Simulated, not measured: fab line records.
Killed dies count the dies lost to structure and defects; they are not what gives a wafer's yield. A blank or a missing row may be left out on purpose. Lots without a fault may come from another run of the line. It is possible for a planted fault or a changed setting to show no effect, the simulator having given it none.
Lot-split experiment + flow n5-finfet + on a route of 1938 steps: 7 lots, 21 wafers read

== ON THE SPLIT ==
At N5_PASSIVATION_AL_DEP_21 (deposits Al, target thk 2800 nm, time 170 s), the setting time-s was moved away from the recipe's 170 s on 7 of the 21 wafers read, by -7.5% to +11.0%. For the rest of the wafers, this setting stayed at what the recipe calls for.

The reading is taken at the split's own step.

== THE READING ==
Al_of_PASSIVATION_AL_DEP_21.thk-nm (the simulator's own value, which no gauge read), in nm, at N5_PASSIVATION_AL_DEP_21 (deposits Al, target thk 2800 nm, time 170 s). The file gives no usual value for it. Across the 14 wafers here that went through the recipe, the average is 2784 nm and the standard deviation 27 nm.

| wafer  | tool, chamber at the split | time-s as run, s | against the recipe | Al_of_PASSIVATION_AL_DEP_21.thk-nm, nm | against lot-mates on the recipe |
|--------|----------------------------|------------------|--------------------|----------------------------------------|---------------------------------|
| L075.3 | pvd-sputter-03, -          | 170              | recipe             | 2786                                   | -                               |
| L075.4 | pvd-sputter-03, -          | 170              | recipe             | 2817                                   | -                               |
| L075.6 | pvd-sputter-03, -          | 170              | recipe             | 2792                                   | -                               |
| L076.3 | pvd-sputter-02, -          | 170              | recipe             | 2782                                   | -                               |
| L076.5 | pvd-sputter-02, -          | 184.5            | +8.5%              | 3027                                   | +245                            |
| L076.6 | pvd-sputter-02, -          | 184.5            | +8.5%              | 3020                                   | +238                            |
| L077.1 | pvd-sputter-03, -          | 170              | recipe             | 2796                                   | -                               |
| L077.2 | pvd-sputter-03, -          | 157.7            | -7.2%              | 2611                                   | -185                            |
| L077.3 | pvd-sputter-03, -          | 157.7            | -7.2%              | 2597                                   | -199                            |
| L080.2 | pvd-sputter-02, -          | 170              | recipe             | 2770                                   | -                               |
| L080.3 | pvd-sputter-02, -          | 157.2            | -7.5%              | 2581                                   | -204                            |
| L080.5 | pvd-sputter-02, -          | 170              | recipe             | 2801                                   | -                               |
| L081.3 | pvd-sputter-03, -          | 170              | recipe             | 2759                                   | -                               |
| L081.5 | pvd-sputter-03, -          | 170              | recipe             | 2741                                   | -                               |
| L081.6 | pvd-sputter-03, -          | 170              | recipe             | 2721                                   | -                               |
| L083.1 | pvd-sputter-02, -          | 170              | recipe             | 2822                                   | -                               |
| L083.3 | pvd-sputter-02, -          | 188.7            | +11.0%             | 3107                                   | +285                            |
| L083.4 | pvd-sputter-02, -          | 188.7            | +11.0%             | 3139                                   | +317                            |
| L093.1 | pvd-sputter-01, -          | 170              | recipe             | 2804                                   | -                               |
| L093.4 | pvd-sputter-01, -          | 170              | recipe             | 2781                                   | -                               |
| L093.5 | pvd-sputter-01, -          | 170              | recipe             | 2801                                   | -                               |

THE FIT
A straight line over all 21 wafers: Al_of_PASSIVATION_AL_DEP_21.thk-nm changes by +28.4 nm for each +1% of time-s; r = +0.98; the points scatter about the line by 26 nm.
The same after taking each lot's own level away (the mean of its wafers on the recipe; 21 wafers): +27.4 nm for each +1%; r = +1.00; scatter 12 nm.
That fit puts the effect of the largest move of time-s on the reading at 3e+02 nm.
Across the lots, their own levels run from 2740.3 to 2822.0 nm, a range of 3.0 times the standard deviation given above.
The two slopes agree, so the slope changes little with the lot-to-lot level.
Check: +308 nm against its lot-mates is what the line predicts for one of the wafers moved furthest among these (+11.0%) when that wafer is left out of the fit. It came out at +285 nm against them.

== FURTHER SPLITS ON THESE WAFERS ==
Before the reading, these wafers also passed through other splits. Each is held against what the fit with the lots' levels taken away leaves over:
| other split on the same wafers    | wafers away from the commonest value | r with Al_of_PASSIVATION_AL_DEP_21.thk-nm (lot level and that fit taken away) |
|-----------------------------------|--------------------------------------|-------------------------------------------------------------------------------|
| N5_BEOL_M15_COAT_22 spin-rpm      | 9                                    | +0.32                                                                         |
| N5_MIM_TOP_ALD_01 ald-cycles      | 6                                    | -0.05                                                                         |
| N5_PASSIVATION_VIA_ETCH_13 bias-w | 3                                    | +0.15                                                                         |

== FILE'S OWN FIT ==
Al_of_PASSIVATION_AL_DEP_21.thk-nm changes by +27.4 nm for each +1% of time-s, r = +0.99.
